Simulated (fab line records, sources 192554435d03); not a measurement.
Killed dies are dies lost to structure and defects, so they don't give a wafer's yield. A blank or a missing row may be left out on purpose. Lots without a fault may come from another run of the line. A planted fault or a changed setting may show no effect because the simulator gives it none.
A struck lot beside a sound one | flow n5_finfet | 14 steps out of a route of 1938
Sound: wafers L237.3, L237.5, L237.6. Struck: wafers L248.3, L248.4, L248.5. The cause comes at the end.
At each step with rows: each side's tool, then ch and its chambers, then its first start. Under that, the readings that differ: sound wafers | struck wafers | difference of the means | sigmas: that difference in standard deviations of wafers without a fault.
alike: readings whose means differ by less than 2 such deviations, and words and numbers that are the same on both sides. not compared: withheld readings, readings that some wafer has no value for, bounds like >300 that may hide the same value, and numbers for which the record gives no deviation and whose values overlap.
The two part at a step that has a row with sigmas, a row that says differs or no value, or rows on one side only. Numbers that don't overlap but have no deviation are shown without sigmas and don't part them. A reading that every wafer of one side lacks parts them only if that side has two wafers or more.

N5_DUMMY_GATE_ETCH_42: etches SiO2 in CHF3/O2, target depth 3.5 nm, time 31 s.
  sound on rie_diel-06 ch 1,2,3, day 3 23:42; struck on rie_diel-05 ch 0,2,3, day 6 16:35
  reading                         | sound          | struck         | difference | sigmas
  showerhead_plenum_p_Torr (Torr) | 2.29 2.31 2.31 | 2.43 2.47 2.47 | +0.15      | +2
  alike: drypump_motor_current_A, oes_product_au, rf_vpp_V, throttle_valve_pct
  not compared: rf_hours_counter_h
N5_DUMMY_GATE_STRIP_48: strips in N2/H2, time 20 s.
  sound on rie_diel-06 ch 1,2,3, day 3 23:45; struck on rie_diel-05 ch 0,2,3, day 6 16:38
  alike: drypump_motor_current_A, oes_product_au, rf_vpp_V, showerhead_plenum_p_Torr, throttle_valve_pct
  not compared: rf_hours_counter_h
then, 5 steps without rows for these wafers: N5_DUMMY_GATE_PRECLEAN_33 (cleans in dHF, time 10 s); N5_DUMMY_GATE_PRECLEAN_25 (cleans in O3/DIW, time 45 s); N5_DUMMY_GATE_PRECLEAN_51 (cleans in SC2, time 45 s); N5_DUMMY_GATE_SRD_26 (time 30 s); N5_DUMMY_GATE_UV_OZONE_45 (time 120 s).
N5_DUMMY_GATE_INSPECT_27: inspects for defects (brightfield).
  sound on defect_inspect-02, day 3 23:56; struck on defect_inspect-01, day 6 16:50
  alike: raw_defect_count
N5_SPACER0_ALD_07: deposits SiNx, target thk 2 nm.
  sound on ald_sin-02 ch 0,1, day 3 23:58; struck on ald_sin-04 ch 2,3, day 6 16:52
  alike: heater_power_w, susceptor_temp_C
N5_SPACER0_ALD_00: deposits SiOCN, target thk 3.5 nm, pulse time 3 s, purge time 2 s.
  sound on ald_sin-02 ch 0,1, day 4 00:08; struck on ald_sin-04 ch 2,3, day 6 17:01
  reading              | sound                | struck               | difference | sigmas
  susceptor_temp_C (C) | 399.67 399.79 400.19 | 400.28 400.26 400.55 | +0.48      | +2
  alike: heater_power_w, precursor_pulse_height_rel
N5_SPACER0_ALD_08: deposits SiNx, target thk 2 nm.
  sound on ald_sin-02 ch 0,1, day 4 00:23; struck on ald_sin-04 ch 2,3, day 6 17:17
  alike: heater_power_w, susceptor_temp_C
N5_SPACER0_INSPECT_04: inspects for defects (darkfield).
  sound on defect_inspect-01, day 4 00:32; struck on defect_inspect-02, day 6 17:26
  alike: raw_defect_count
N5_SD_EPI_N_COAT_32: time 60 s, resist thk 350 nm.
  sound on litho_track-01 ch 0, day 4 00:34; struck on litho_track-01 ch 0, day 6 17:28
  reading          | sound             | struck            | difference | sigmas
  run_length_s (s) | 66.51 66.53 66.47 | 86.03 85.82 86.02 | +19.45     | +72
  alike: heater_power_total_W, spin_speed_rpm
then, 1 step without rows for these wafers: N5_SD_EPI_N_COAT_33 (time 60 s, resist thk 35 nm).

WHERE THEY PART
First at N5_DUMMY_GATE_ETCH_42; last, within this record, at N5_SD_EPI_N_COAT_32.

WHY: what the simulator had put in
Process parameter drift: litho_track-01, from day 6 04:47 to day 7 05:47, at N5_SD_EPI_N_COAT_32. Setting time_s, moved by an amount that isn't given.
